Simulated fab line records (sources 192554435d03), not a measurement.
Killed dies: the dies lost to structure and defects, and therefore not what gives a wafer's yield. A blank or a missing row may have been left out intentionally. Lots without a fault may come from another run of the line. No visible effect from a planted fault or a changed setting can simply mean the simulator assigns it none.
fab line records	flow n5Finfet
[record] lots = 24	wafers = 72	lastDay = 21
route steps=1938 shown MOL_CONTACT_COAG@531
lots with no fault: from the same line, run without faults
startH: the number of hours between the record's first day and the start of the first shown wafer of the lot	waitH: time in hours since the lot's previous step	" repeats the value in the row above	L1.1+2: several wafers, shown together as one row	- no value, or no start was given	* or withheld: withheld	< > ~ a bound
route shown NAME@n: a module of which the file shows steps, and the number in the route of the first	usual: the fault-free wafers' mean and standard deviation	same: alike in all rows	chamber/n: place in a boat	sites: each site's reading	_std_site: the standard deviation of these	_edge_site: the outer-site mean with the inner-site mean subtracted	radiusMm: how far each site lies from the wafer's centre	mask NAME#n: copy n	behind: the last tool/chamber to shape the wafer	hold: cause of the lot's hold/its duration in hours/its outcome	device: the n, p or np transistor that did not switch	end of line: tests of these same wafers at the route's end	a step given without rows: its recipe and nothing more	killed: the dies lost at the first sort to structure and to defects; this is not the yield of the wafer	map: shows each die of a wafer: x if killed, . if not, _ if none is there
set.NAME: the setting the step ran with; set.NAME@STEP: the setting that earlier step ran with	model.NAME: the simulator's own value behind a step, which no gauge read
steps of the route over a sample of lots; a table a step, a row a wafer
services: the hour from which a tool's chamber was out of use, counted from the record's first day as startH (under 0 if before that day), plus the number of hours and why
[[steps]]
[step N5_MOL_CONTACT_COAG_ETCH_105]
[recipe] chemistry = CF4	target = SiARC	targetDepthA = 156	maskMaterial = CAR-EUV	timeS = 26	ionEnergyEv = 80	pressureMtorr = 40	sourceW = 545	biasW = 36	Ar_flow_sccm = 100	cf4FlowSccm = 100	ends = cleared
[usual] biasW = 36.00/0.11	drypumpMotorCurrentA = 5.9/0.42	etchRfOnTimeS = 26.0/0.69	oesProductAu = 0.68/0.066	rfVppV = 184.4/1.1	showerheadPlenumPTorr = 2.18/0.054	throttleValvePct = 15.54/0.19
lot.wafer	tool	chamber	startH	waitH	biasW	drypumpMotorCurrentA	etchRfOnTimeS	oesProductAu	rfHoursCounterH	rfVppV	showerheadPlenumPTorr	throttleValvePct
L074.3	rieDiel-01	2	99.95	0.0	35.99	5.5	25.7	0.65	148	183.8	2.14	15.45
L074.4	"	3	"	"	35.90	6.4	27.2	0.64	143	182.8	2.13	15.36
L074.5	"	1	"	"	35.99	6.0	26.3	0.60	-	185.1	2.13	15.87
L075.1	rieDiel-04	2	100.17	0.0	35.94	5.7	26.1	0.70	69	184.7	2.18	15.45
L075.4	"	0	"	"	35.95	5.1	25.7	0.60	214	183.5	2.11	15.85
L075.5	"	1	"	"	36.02	6.3	25.7	0.82	-	184.3	2.19	15.47
L076.2	rieDiel-04	0	102.33	0.0	35.92	5.1	25.8	0.61	215	183.2	2.11	15.86
L076.5	"	3	"	"	36.20	5.7	24.6	0.63	-	184.6	2.20	15.66
L076.6	"	2	"	"	35.95	5.7	26.1	0.70	-	183.9	2.18	15.45
L077.2	rieDiel-01	2	105.57	0.0	36.21	5.5	26.0	0.64	151	183.4	2.14	15.45
L077.3	"	1	"	"	36.02	5.9	26.1	0.59	209	182.5	2.13	15.88
L077.6	"	1	"	"	36.10	5.9	26.0	0.60	-	183.8	2.13	15.87
L078.1	rieDiel-04	0	115.81	0.0	35.93	5.2	26.0	0.60	220	183.3	2.11	15.86
L078.4	"	3	"	"	35.89	5.7	24.4	0.62	221	186.0	2.19	15.67
L078.6	"	2	"	"	36.22	5.7	26.3	0.69	-	184.3	2.18	15.45
L079.2	rieDiel-04	0	120.34	0.0	36.03	5.1	25.8	0.60	221	183.5	2.11	15.87
L079.3	"	2	"	"	35.93	5.7	26.0	0.70	76	184.0	2.18	15.44
L079.4	"	3	"	"	36.18	5.7	24.6	0.62	222	185.6	2.19	15.68
L080.2	rieDiel-01	1	128.39	0.0	36.13	5.9	25.8	0.59	212	183.8	2.13	15.87
L080.4	"	2	"	"	35.94	5.5	25.9	0.65	154	185.0	2.14	15.46
L080.5	"	0	"	"	36.01	6.2	26.5	0.72	-	186.9	2.27	15.44
L081.1	rieDiel-01	2	137.12	0.0	36.06	5.5	26.2	0.64	156	184.9	2.14	15.47
L081.2	"	1	"	"	35.87	5.9	26.3	0.59	215	184.8	2.12	15.89
L081.6	"	0	"	"	35.85	6.2	27.0	0.71	-	185.1	2.27	15.43
L082.1	rieDiel-01	3	138.71	0.0	36.05	6.4	27.4	0.63	152	183.3	2.13	15.35
L082.3	"	1	"	"	35.82	6.0	26.0	0.59	215	182.8	2.12	15.89
L082.6	"	3	"	"	36.09	6.4	27.3	0.63	-	184.5	2.13	15.36
L083.1	rieDiel-01	0	144.95	0.0	36.16	6.2	26.7	0.71	60	185.8	2.26	15.44
L083.2	"	2	"	"	35.96	5.5	25.9	0.64	159	184.3	2.14	15.48
L083.5	"	1	"	"	36.04	5.9	26.0	0.59	-	183.7	2.12	15.89
L084.1	rieDiel-04	3	154.71	0.0	36.10	5.6	24.6	0.62	234	185.7	2.19	15.71
L084.3	"	2	"	"	35.92	5.7	26.0	0.69	88	184.2	2.17	15.48
L084.5	"	2	"	"	35.83	5.7	25.9	0.69	-	182.9	2.17	15.47
L085.2	rieDiel-04	2	162.66	0.0	35.92	5.7	26.3	0.68	91	185.3	2.17	15.49
L085.3	"	1	"	"	35.98	6.3	26.4	0.77	31	184.6	2.18	15.51
L085.6	"	1	"	"	36.02	6.3	26.4	0.77	-	185.6	2.18	15.49
L086.3	rieDiel-01	0	165.52	0.0	36.00	6.2	26.4	0.71	68	185.5	2.26	15.46
L086.5	"	0	"	"	36.00	6.2	26.4	0.71	-	184.8	2.26	15.46
L086.6	"	1	"	"	35.92	6.0	25.9	0.58	-	183.7	2.12	15.90
L087.1	rieDiel-04	0	168.08	0.0	35.95	5.1	25.5	0.59	238	183.8	2.10	15.90
L087.2	"	1	"	"	35.95	6.3	26.3	0.76	34	185.6	2.18	15.50
L087.6	"	0	"	"	35.69	5.1	25.6	0.59	-	183.9	2.10	15.92
L088.1	rieDiel-05	1	171.40	0.0	36.00	6.2	25.5	0.81	11	185.4	2.28	15.58
L088.5	"	1	"	"	36.18	6.2	25.5	0.80	-	186.9	2.28	15.58
L088.6	"	2	"	"	36.07	5.7	26.8	0.73	-	182.9	2.18	15.41
L089.1	rieDiel-04	2	180.65	0.0	35.98	5.7	25.9	0.68	98	183.2	2.17	15.50
L089.2	"	3	"	"	35.86	5.6	24.7	0.61	244	185.0	2.19	15.72
L089.5	"	1	"	"	36.08	6.3	26.5	0.75	-	184.5	2.18	15.51
L090.2	rieDiel-01	3	186.79	0.0	36.01	6.4	27.0	0.62	170	183.0	2.12	15.40
L090.3	"	2	"	"	35.95	5.6	26.3	0.62	177	183.8	2.13	15.50
L090.6	"	2	"	"	36.08	5.6	26.1	0.64	-	185.5	2.13	15.49
L091.3	rieDiel-04	0	188.53	0.0	35.99	5.1	26.2	0.58	246	183.1	2.10	15.93
L091.4	"	1	"	"	36.10	6.2	26.3	0.76	42	183.9	2.17	15.53
L091.6	"	0	"	"	36.08	5.1	25.9	0.58	-	183.0	2.10	15.92
L092.3	rieDiel-04	0	195.13	0.0	36.17	5.1	25.8	0.58	248	182.7	2.10	15.93
L092.5	"	2	"	"	35.94	5.7	25.8	0.68	-	183.7	2.17	15.49
L092.6	"	3	"	"	35.95	5.6	24.6	0.61	-	184.6	2.18	15.73
L093.1	rieDiel-05	1	202.03	0.0	35.97	6.2	25.8	0.77	23	184.8	2.27	15.59
L093.3	"	0	"	"	36.06	5.7	25.4	0.70	68	185.9	2.25	15.25
L093.6	"	2	"	"	36.04	5.8	26.7	0.72	-	185.2	2.17	15.43
L094.1	rieDiel-05	2	211.83	0.0	35.71	5.7	26.4	0.73	58	183.9	2.17	15.43
L094.3	"	0	"	"	35.96	5.7	24.9	0.71	72	185.5	2.25	15.27
L094.4	"	1	"	"	35.98	6.2	25.7	0.77	28	185.7	2.27	15.60
L095.1	rieDiel-05	0	217.79	0.0	35.99	5.7	25.0	0.70	74	186.6	2.24	15.30
L095.3	"	3	"	"	36.00	6.7	25.1	0.74	37	184.8	2.26	15.32
L095.6	"	0	"	"	35.91	5.7	25.0	0.70	-	185.0	2.24	15.27
L096.1	rieDiel-05	2	219.76	0.0	35.96	5.8	27.1	0.71	61	183.6	2.17	15.44
L096.5	"	0	"	"	35.95	5.7	25.7	0.69	-	185.8	2.25	15.28
L096.6	"	1	"	"	36.22	6.2	26.0	0.75	-	185.5	2.27	15.61
L097.2	rieDiel-01	3	230.33	0.0	36.15	6.4	26.9	0.60	191	182.0	2.12	15.42
L097.3	"	2	"	"	36.01	5.6	25.8	0.62	199	183.8	2.12	15.56
L097.6	"	0	"	"	36.05	6.2	26.5	0.68	-	186.4	2.25	15.52
[step N5_MOL_CONTACT_COAG_PRE_CLEAN_142]
[recipe] gas = H2/He	timeS = 60	tempC = 300
[usual] heaterPowerW = 465/65
lot.wafer	tool	chamber	startH	waitH	heaterPowerW
L074.3	pvdSputter-02	-	107.61	0.6	425
L074.4	"	-	"	"	387
L074.5	"	-	"	"	565
L076.2	pvdSputter-03	-	109.38	1.4	423
L076.5	"	-	"	"	550
L076.6	"	-	"	"	477
L075.1	pvdSputter-02	-	109.45	2.3	434
L075.4	"	-	"	"	558
L075.5	"	-	"	"	391
L077.2	pvdSputter-02	-	110.24	0.6	388
L077.3	"	-	"	"	440
L077.6	"	-	"	"	428
L078.1	pvdSputter-03	-	122.79	0.8	542
L078.4	"	-	"	"	487
L078.6	"	-	"	"	489
L079.2	pvdSputter-02	-	128.34	5.0	573
L079.3	"	-	"	"	431
L079.4	"	-	"	"	432
L080.2	pvdSputter-03	-	134.45	1.0	545
L080.4	"	-	"	"	431
L080.5	"	-	"	"	498
L081.1	pvdSputter-03	-	142.30	1.5	498
L081.2	"	-	"	"	429
L081.6	"	-	"	"	492
L082.1	pvdSputter-02	-	145.71	2.5	576
L082.3	"	-	"	"	383
L082.6	"	-	"	"	447
L083.1	pvdSputter-03	-	151.30	2.7	438
L083.2	"	-	"	"	488
L083.5	"	-	"	"	481
L084.1	pvdSputter-03	-	160.81	1.1	489
L084.3	"	-	"	"	419
L084.5	"	-	"	"	494
L085.2	pvdSputter-01	-	168.79	2.6	446
L085.3	"	-	"	"	421
L085.6	"	-	"	"	567
L086.3	pvdSputter-01	-	171.13	0.9	557
L086.5	"	-	"	"	451
L086.6	"	-	"	"	443
L087.1	pvdSputter-01	-	174.01	2.6	385
L087.2	"	-	"	"	424
L087.6	"	-	"	"	428
L088.1	pvdSputter-02	-	176.40	1.0	559
L088.5	"	-	"	"	445
L088.6	"	-	"	"	434
L089.1	pvdSputter-01	-	188.76	2.2	437
L089.2	"	-	"	"	557
L089.5	"	-	"	"	574
L090.2	pvdSputter-01	-	192.26	1.7	570
L090.3	"	-	"	"	429
L090.6	"	-	"	"	388
L091.3	pvdSputter-01	-	195.44	2.1	435
L091.4	"	-	"	"	430
L091.6	"	-	"	"	571
L092.3	pvdSputter-02	-	201.49	3.0	454
L092.5	"	-	"	"	585
L092.6	"	-	"	"	381
L093.1	pvdSputter-01	-	207.04	1.2	430
L093.3	"	-	"	"	389
L093.6	"	-	"	"	416
L094.1	pvdSputter-02	-	220.22	2.5	449
L094.3	"	-	"	"	566
L094.4	"	-	"	"	377
L095.1	pvdSputter-03	-	223.26	1.3	490
L095.3	"	-	"	"	427
L095.6	"	-	"	"	560
L096.1	pvdSputter-02	-	226.44	2.9	552
L096.5	"	-	"	"	389
L096.6	"	-	"	"	581
L097.2	pvdSputter-01	-	236.04	2.3	430
L097.3	"	-	"	"	386
L097.6	"	-	"	"	395
[step N5_MOL_CONTACT_COAG_THK_MEAS_29]
[recipe] reads = SiNx_of_GATE_CUT_PECVD_57+SiNx_of_GATE_CUT_SAC_CAP_01
[usual] MD_CAP_THK = 17.93/0.12
lot.wafer	tool	chamber	startH	waitH	MD_CAP_THK[nm]
L074.3	filmMetro-01	-	110.54	-	18.06
L074.4	"	-	"	"	17.95
L074.5	"	-	"	"	18.09
L076.2	filmMetro-02	-	112.30	-	18.04
L076.5	"	-	"	"	18.09
L076.6	"	-	"	"	17.98
L075.1	filmMetro-01	-	112.38	-	18.00
L075.4	"	-	"	"	18.06
L075.5	"	-	"	"	18.03
L077.2	filmMetro-01	-	113.91	-	17.98
L077.3	"	-	"	"	17.94
L077.6	"	-	"	"	17.97
L078.1	filmMetro-02	-	125.72	-	17.99
L078.4	"	-	"	"	18.09
L078.6	"	-	"	"	17.88
L079.2	filmMetro-01	-	131.73	-	17.88
L079.3	"	-	"	"	17.69
L079.4	"	-	"	"	17.91
L080.2	filmMetro-01	-	138.10	-	17.79
L080.4	"	-	"	"	17.90
L080.5	"	-	"	"	17.69
L081.1	filmMetro-02	-	145.36	-	18.09
L081.2	"	-	"	"	18.10
L081.6	"	-	"	"	18.06
L082.1	filmMetro-01	-	148.72	-	17.84
L082.3	"	-	"	"	17.83
L082.6	"	-	"	"	17.73
L083.1	filmMetro-01	-	154.36	-	17.79
L083.2	"	-	"	"	17.94
L083.5	"	-	"	"	17.88
L084.1	filmMetro-01	-	163.74	-	18.09
L084.3	"	-	"	"	18.11
L084.5	"	-	"	"	17.98
L085.2	filmMetro-01	-	171.73	-	17.93
L085.3	"	-	"	"	17.76
L085.6	"	-	"	"	17.81
L086.3	filmMetro-01	-	174.79	-	18.09
L086.5	"	-	"	"	18.03
L086.6	"	-	"	"	18.07
L087.1	filmMetro-02	-	176.99	-	18.03
L087.2	"	-	"	"	18.10
L087.6	"	-	"	"	18.04
L088.1	filmMetro-01	-	180.88	-	18.12
L088.5	"	-	"	"	18.02
L088.6	"	-	"	"	18.10
L089.1	filmMetro-01	-	191.68	-	18.04
L089.2	"	-	"	"	17.84
L089.5	"	-	"	"	18.02
L090.2	filmMetro-02	-	195.18	-	17.61
L090.3	"	-	"	"	17.69
L090.6	"	-	"	"	17.85
L091.3	filmMetro-01	-	198.37	-	17.77
L091.4	"	-	"	"	17.67
L091.6	"	-	"	"	17.74
L092.3	filmMetro-02	-	204.53	-	17.91
L092.5	"	-	"	"	17.69
L092.6	"	-	"	"	17.82
L093.1	filmMetro-01	-	209.96	-	17.88
L093.3	"	-	"	"	17.96
L093.6	"	-	"	"	17.87
L094.1	filmMetro-02	-	223.15	-	18.06
L094.3	"	-	"	"	17.79
L094.4	"	-	"	"	17.78
L095.1	filmMetro-01	-	226.19	-	17.84
L095.3	"	-	"	"	17.87
L095.6	"	-	"	"	17.91
L096.1	filmMetro-01	-	229.37	-	17.99
L096.5	"	-	"	"	18.00
L096.6	"	-	"	"	18.00
L097.2	filmMetro-01	-	239.08	-	17.87
L097.3	"	-	"	"	17.92
L097.6	"	-	"	"	17.77
[step N5_MOL_CONTACT_COAG_ALD_123]
[recipe] material = SiNx	targetThkA = 50	tempC = 400	aldPrecursorFamily = SiH2I2	aldCoReactant = N2/H2-plasma	pulseTimeS = 1	purgeTimeS = 2	coReactantPurgeTimeS = 2	aldCycles = 100	pressureTorr = 2
[usual] heaterPowerW = 870/100	precursorPulseHeightRel = 1.000/0.018
lot.wafer	tool	chamber	startH	waitH	heaterPowerW	precursorPulseHeightRel
L074.3	aldSin-03	1	110.57	0.0	810	0.986
L074.4	"	0	"	"	784	1.032
L074.5	"	1	"	"	813	1.014
L076.2	aldSin-03	0	112.76	0.5	793	1.002
L076.5	"	0	"	"	742	0.981
L076.6	"	3	"	"	881	1.012
L075.1	aldSin-01	1	113.59	1.2	744	1.029
L075.4	"	0	"	"	930	0.990
L075.5	"	1	"	"	725	1.011
L077.2	aldSin-04	2	114.60	0.7	936	0.971
L077.3	"	1	"	"	858	0.984
L077.6	"	1	"	"	849	0.952
L078.1	aldSin-01	1	126.07	0.3	740	1.034
L078.4	"	0	"	"	933	1.024
L078.6	"	2	"	"	1059	0.995
L079.2	aldSin-01	2	131.77	0.0	1094	0.979
L079.3	"	3	"	"	897	1.025
L079.4	"	0	"	"	931	1.020
L080.2	aldSin-01	0	138.14	0.0	926	0.994
L080.4	"	2	"	"	1072	0.995
L080.5	"	2	"	"	1066	0.999
L081.1	aldSin-04	1	145.40	0.0	849	0.975
L081.2	"	2	"	"	954	0.997
L081.6	"	0	"	"	784	1.011
L082.1	aldSin-04	1	149.28	0.6	840	1.009
L082.3	"	2	"	"	930	1.032
L082.6	"	2	"	"	960	0.989
L083.1	aldSin-04	3	154.39	0.0	803	1.044
L083.2	"	2	"	"	950	0.995
L083.5	"	1	"	"	866	1.022
L084.1	aldSin-04	0	163.78	0.0	779	1.008
L084.3	"	2	"	"	950	0.979
L084.5	"	2	"	"	943	1.007
L085.2	aldSin-01	0	172.44	0.7	959	0.985
L085.3	"	3	"	"	913	0.997
L085.6	"	0	"	"	929	0.979
L086.3	aldSin-01	3	174.82	0.0	909	0.992
L086.5	"	1	"	"	707	0.996
L086.6	"	0	"	"	941	0.997
L087.1	aldSin-04	3	178.14	1.1	795	0.981
L087.2	"	2	"	"	933	1.018
L087.6	"	1	"	"	876	0.999
L088.1	aldSin-04	0	180.91	0.0	751	0.983
L088.5	"	3	"	"	799	0.976
L088.6	"	0	"	"	786	0.987
L089.1	aldSin-03	1	191.72	0.0	785	0.964
L089.2	"	2	"	"	803	1.020
L089.5	"	1	"	"	824	0.987
L090.2	aldSin-01	1	195.33	0.2	734	0.972
L090.3	"	3	"	"	899	1.014
L090.6	"	1	"	"	759	1.009
L091.3	aldSin-03	2	198.41	0.0	830	0.998
L091.4	"	1	"	"	822	0.983
L091.6	"	3	"	"	931	1.014
L092.3	aldSin-04	1	205.20	0.7	856	0.999
L092.5	"	2	"	"	950	0.968
L092.6	"	1	"	"	838	1.029
L093.1	aldSin-01	1	210.00	0.0	732	0.976
L093.3	"	0	"	"	971	0.992
L093.6	"	3	"	"	859	0.990
L094.1	aldSin-01	0	223.18	0.0	944	0.992
L094.3	"	2	"	"	1093	0.990
L094.4	"	1	"	"	731	0.977
L095.1	aldSin-01	1	226.26	0.1	717	0.996
L095.3	"	3	"	"	899	1.007
L095.6	"	3	"	"	898	1.022
L096.1	aldSin-04	0	229.40	0.0	777	0.990
L096.5	"	3	"	"	806	1.002
L096.6	"	0	"	"	777	0.981
L097.2	aldSin-01	3	239.12	0.0	889	0.996
L097.3	"	1	"	"	746	1.017
L097.6	"	1	"	"	730	1.015
[step N5_MOL_CONTACT_COAG_INSPECT_57]
[recipe] mode = adi	inspectInstrument = brightfield
[usual] rawDefectCount = 200/49
lot.wafer	tool	chamber	startH	waitH	rawDefectCount
L074.3	defectInspect-02	-	111.50	0.0	129
L074.4	"	-	"	"	217
L074.5	"	-	"	"	144
L076.2	defectInspect-02	-	113.81	0.0	121
L076.5	"	-	"	"	149
L076.6	"	-	"	"	180
L075.1	defectInspect-01	-	114.52	0.1	213
L075.4	"	-	"	"	248
L075.5	"	-	"	"	346
L077.2	defectInspect-02	-	115.53	0.0	223
L077.3	"	-	"	"	163
L077.6	"	-	"	"	281
L078.1	defectInspect-01	-	127.12	0.1	283
L078.4	"	-	"	"	271
L078.6	"	-	"	"	249
L079.2	defectInspect-01	-	132.70	0.0	227
L079.3	"	-	"	"	237
L079.4	"	-	"	"	250
L080.2	defectInspect-02	-	139.19	0.0	170
L080.4	"	-	"	"	163
L080.5	"	-	"	"	215
L081.1	defectInspect-02	-	146.45	0.1	147
L081.2	"	-	"	"	102
L081.6	"	-	"	"	148
L082.1	defectInspect-02	-	150.36	0.1	219
L082.3	"	-	"	"	152
L082.6	"	-	"	"	133
L083.1	defectInspect-01	-	155.32	0.1	283
L083.2	"	-	"	"	249
L083.5	"	-	"	"	291
L084.1	defectInspect-02	-	164.71	0.1	132
L084.3	"	-	"	"	274
L084.5	"	-	"	"	182
L085.2	defectInspect-02	-	173.50	0.0	240
L085.3	"	-	"	"	229
L085.6	"	-	"	"	260
L086.3	defectInspect-02	-	175.76	0.0	150
L086.5	"	-	"	"	191
L086.6	"	-	"	"	230
L087.1	defectInspect-01	-	179.08	0.1	287
L087.2	"	-	"	"	189
L087.6	"	-	"	"	148
L088.1	defectInspect-01	-	181.97	0.1	200
L088.5	"	-	"	"	163
L088.6	"	-	"	"	134
L089.1	defectInspect-02	-	192.77	0.1	173
L089.2	"	-	"	"	322
L089.5	"	-	"	"	276
L090.2	defectInspect-01	-	196.26	0.0	142
L090.3	"	-	"	"	199
L090.6	"	-	"	"	136
L091.3	defectInspect-01	-	199.34	0.0	176
L091.4	"	-	"	"	298
L091.6	"	-	"	"	241
L092.3	defectInspect-02	-	206.26	0.0	158
L092.5	"	-	"	"	111
L092.6	"	-	"	"	234
L093.1	defectInspect-02	-	211.05	0.1	234
L093.3	"	-	"	"	160
L093.6	"	-	"	"	230
L094.1	defectInspect-01	-	224.11	0.1	207
L094.3	"	-	"	"	202
L094.4	"	-	"	"	170
L095.1	defectInspect-02	-	227.19	0.1	227
L095.3	"	-	"	"	183
L095.6	"	-	"	"	196
L096.1	defectInspect-01	-	230.34	0.1	159
L096.5	"	-	"	"	183
L096.6	"	-	"	"	215
L097.2	defectInspect-01	-	240.06	0.0	186
L097.3	"	-	"	"	159
L097.6	"	-	"	"	178
[step N5_MOL_CONTACT_COAG_ETCHBACK_135]
[recipe] chemistry = CHF3	target = SiO2	targetDepthA = 250	timeS = 16.7	ionEnergyEv = 200	pressureMtorr = 30	sourceW = 610	biasW = 170	Ar_flow_sccm = 200	CHF3_flow_sccm = 50
[usual] biasW = 170.0/0.49	drypumpMotorCurrentA = 5.9/0.37	oesProductAu = 0.80/0.084	rfVppV = 530/16	showerheadPlenumPTorr = 2.42/0.079	throttleValvePct = 18.62/0.19
lot.wafer	tool	chamber	startH	waitH	biasW	drypumpMotorCurrentA	oesProductAu	rfHoursCounterH	rfVppV	showerheadPlenumPTorr	throttleValvePct
L074.3	rieDiel-05	2	112.28	0.0	170.2	5.8	0.92	18	524	2.41	18.38
L074.4	"	1	"	"	170.3	6.2	0.68	-	546	2.24	19.04
L074.5	"	0	"	"	170.2	5.7	0.87	-	508	2.52	18.33
L076.2	rieDiel-04	0	115.05	0.0	169.6	5.1	0.69	219	493	2.33	18.87
L076.5	"	3	"	"	170.6	5.6	0.73	-	536	2.43	18.69
L076.6	"	0	"	"	169.9	5.1	0.69	-	492	2.33	18.86
L075.1	rieDiel-05	1	115.97	0.0	169.7	6.2	0.67	253	545	2.24	19.05
L075.4	"	1	"	"	169.6	6.2	0.67	-	545	2.24	19.06
L075.5	"	2	"	"	169.7	5.8	0.91	-	527	2.41	18.36
L077.2	rieDiel-05	2	116.87	0.0	169.8	5.8	0.92	20	525	2.41	18.38
L077.3	"	0	"	"	170.1	5.7	0.85	36	507	2.52	18.34
L077.6	"	1	"	"	169.7	6.2	0.67	-	544	2.24	19.06
L078.1	rieDiel-04	2	127.59	0.0	170.0	5.7	0.83	78	552	2.40	18.47
L078.4	"	3	"	"	170.0	5.6	0.72	224	537	2.43	18.70
L078.6	"	1	"	"	169.1	6.3	0.93	-	509	2.45	18.79
L079.2	rieDiel-05	0	133.26	0.0	169.9	5.7	0.85	41	510	2.52	18.34
L079.3	"	3	"	"	171.3	6.7	0.96	4	526	2.55	18.54
L079.4	"	0	"	"	170.3	5.7	0.84	-	508	2.52	18.35
L080.2	rieDiel-05	1	140.39	0.0	169.8	6.2	1.01	0	555	2.53	18.70
L080.4	"	3	"	"	169.9	6.7	0.94	6	524	2.55	18.54
L080.5	"	3	"	"	170.0	6.7	0.94	-	525	2.55	18.56
L081.1	rieDiel-01	1	147.03	0.0	170.8	6.0	0.69	218	532	2.34	18.88
L081.2	"	2	"	"	170.6	5.5	0.76	160	535	2.38	18.56
L081.6	"	2	"	"	170.0	5.5	0.75	-	537	2.38	18.56
L082.1	rieDiel-01	1	151.28	0.0	169.6	6.0	0.69	220	531	2.34	18.89
L082.3	"	0	"	"	169.8	6.2	0.83	62	518	2.54	18.72
L082.6	"	2	"	"	169.4	5.5	0.74	-	536	2.38	18.57
L083.1	rieDiel-01	0	155.80	0.0	169.4	6.2	0.83	64	518	2.54	18.72
L083.2	"	1	"	"	169.8	5.9	0.69	222	529	2.33	18.90
L083.5	"	2	"	"	170.2	5.6	0.75	-	536	2.38	18.57
L084.1	rieDiel-01	0	165.26	0.0	169.9	6.2	0.82	68	518	2.54	18.74
L084.3	"	2	"	"	170.0	5.5	0.74	167	537	2.38	18.60
L084.5	"	0	"	"	169.3	6.2	0.83	-	518	2.54	18.73
L085.2	rieDiel-01	3	174.03	0.0	169.2	6.4	0.74	164	534	2.37	18.47
L085.3	"	1	"	"	170.1	5.9	0.68	230	530	2.33	18.90
L085.6	"	1	"	"	170.2	5.9	0.68	-	532	2.33	18.91
L086.3	rieDiel-01	2	176.30	0.0	169.9	5.5	0.73	172	536	2.38	18.58
L086.5	"	2	"	"	169.2	5.5	0.74	-	536	2.38	18.59
L086.6	"	3	"	"	169.7	6.4	0.75	-	533	2.37	18.47
L087.1	rieDiel-01	1	179.81	0.0	169.8	5.9	0.68	233	531	2.33	18.90
L087.2	"	0	"	"	170.6	6.2	0.82	75	518	2.53	18.74
L087.6	"	1	"	"	169.8	5.9	0.68	-	531	2.33	18.91
L088.1	rieDiel-05	3	182.95	0.0	170.3	6.7	0.89	24	524	2.54	18.56
L088.5	"	1	"	"	170.0	6.2	0.93	-	555	2.52	18.74
L088.6	"	0	"	"	169.7	5.7	0.82	-	508	2.51	18.36
L089.1	rieDiel-05	0	193.34	0.0	170.4	5.6	0.81	64	508	2.51	18.38
L089.2	"	1	"	"	170.6	6.2	0.92	20	554	2.52	18.72
L089.5	"	1	"	"	170.6	6.1	0.93	-	555	2.52	18.73
L090.2	rieDiel-04	0	196.76	0.0	169.4	5.1	0.67	249	493	2.32	18.90
L090.3	"	2	"	"	169.7	5.7	0.80	104	553	2.39	18.51
L090.6	"	1	"	"	169.8	6.3	0.88	-	508	2.44	18.82
L091.3	rieDiel-04	1	199.81	0.0	169.8	6.3	0.88	46	508	2.44	18.83
L091.4	"	1	"	"	169.1	6.3	0.88	-	508	2.44	18.82
L091.6	"	2	"	"	170.0	5.7	0.80	-	554	2.39	18.53
L092.3	rieDiel-04	2	207.79	0.0	169.8	5.7	0.79	-	552	2.38	18.53
L092.5	"	2	"	"	169.7	5.7	0.78	-	554	2.38	18.54
L092.6	"	2	"	"	169.5	5.7	0.79	-	555	2.38	18.52
L093.1	rieDiel-05	1	212.35	0.0	169.5	6.2	0.92	28	556	2.52	18.76
L093.3	"	0	"	"	169.6	5.7	0.81	72	508	2.50	18.39
L093.6	"	2	"	"	169.5	5.8	0.85	-	526	2.40	18.42
L094.1	rieDiel-05	2	225.15	0.0	170.1	5.7	0.84	63	525	2.39	18.44
L094.3	"	1	"	"	171.1	6.2	0.89	34	555	2.52	18.75
L094.4	"	3	"	"	169.4	6.7	0.86	40	524	2.53	18.62
L095.1	rieDiel-04	2	228.76	0.0	168.9	5.7	0.78	121	551	2.38	18.56
L095.3	"	2	"	"	169.2	5.7	0.78	-	553	2.38	18.56
L095.6	"	2	"	"	169.8	5.7	0.78	-	552	2.38	18.53
L096.1	rieDiel-04	2	231.32	0.0	169.3	5.7	0.77	123	552	2.38	18.57
L096.5	"	2	"	"	169.9	5.7	0.78	-	553	2.38	18.54
L096.6	"	3	"	"	169.7	5.7	0.70	-	534	2.41	18.77
L097.2	rieDiel-05	2	241.03	0.0	169.9	5.8	0.83	69	526	2.39	18.47
L097.3	"	3	"	"	170.5	6.7	0.85	46	524	2.53	18.61
L097.6	"	3	"	"	170.4	6.7	0.85	-	524	2.53	18.59
[[services]]
tool	chamber	startH	hours	kind
aldSin-01	-	79.38	14.6	pm
pvdSputter-03	-	87.28	0.9	repair
rieDiel-05	-	89.99	15.6	pm
pvdSputter-02	-	94.64	5.5	repair
pvdSputter-03	-	98.01	2.3	repair
pvdSputter-02	-	102.33	3.4	repair
rieDiel-01	-	109.73	14.6	pm
pvdSputter-02	-	113.98	5.4	repair
pvdSputter-03	-	115.44	3.8	repair
rieDiel-01	3	166.05	3.5	repair
aldSin-04	-	171.41	6.1	pm
aldSin-03	-	176.77	14.0	pm
pvdSputter-03	-	189.21	0.6	repair
rieDiel-04	0	198.98	-	clean
rieDiel-04	0	198.98	-	consumableReplace:focusRing
rieDiel-04	0	198.98	36.9	scheduledDown
rieDiel-04	0	198.98	36.9	ventCycle
rieDiel-04	1	200.64	69.6	repair
rieDiel-04	3	203.83	8.1	repair
rieDiel-01	-	214.57	2.8	pm
rieDiel-01	1	219.36	-	clean
rieDiel-01	1	219.36	-	consumableReplace:focusRing
rieDiel-01	1	219.36	21.5	scheduledDown
rieDiel-01	1	219.36	21.5	ventCycle
[[key]]
fault none
